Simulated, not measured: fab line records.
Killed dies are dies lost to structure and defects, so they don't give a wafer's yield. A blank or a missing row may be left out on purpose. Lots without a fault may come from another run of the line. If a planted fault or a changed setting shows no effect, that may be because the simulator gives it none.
Matching of chambers    flow n5Finfet    rieDiel-03 running N5_MOL_CONTACT_COAG_VIA_ETCH_46: 4 sister chambers
The step etches SiO2 in C4F6/O2, target depth 46 nm, overetch 9.2 nm, time 40 s. 4 wafers are shown with their chamber, then 8 later ones without.

== WAFERS WITH THEIR CHAMBER ==
wafer   chamber  rfVppV (V)
L086.3  2        1632
L086.4  0        1548
L086.5  1        1583
L090.1  3        1643

== WAFERS MISSING THEIR CHAMBER ==
wafer   rfVppV (V)
L090.3  1584
L090.6  1583
L095.2  1583
L095.5  1643
L095.6  1631
L096.1  1631
L096.4  1644
L096.5  1581

== WHICH CHAMBER EACH ONE RAN IN ==
wafer   from the rows above  in truth
L090.3  1                    1
L090.6  1                    1
L095.2  1                    1
L095.5  3                    3
L095.6  2                    2
L096.1  2                    2
L096.4  3                    3
L096.5  1                    1
Correct placement for 8 of the 8. Number that these rows cannot place: 0. Number placed wrongly: 0.
How it was worked out, from the rows above alone: a wafer's distance from a chamber is the root of the sum, over the readings, of the square of ((its reading less the chamber's mean) divided by the reading's scatter). If the next closest chamber is less than 2 further off than the closest, the wafer can't be placed; otherwise it belongs to the closest. A chamber's mean is the mean of its shown wafers. The scatter: root of mean squared gap, hidden wafer to nearest shown wafer, with one shown wafer a chamber.
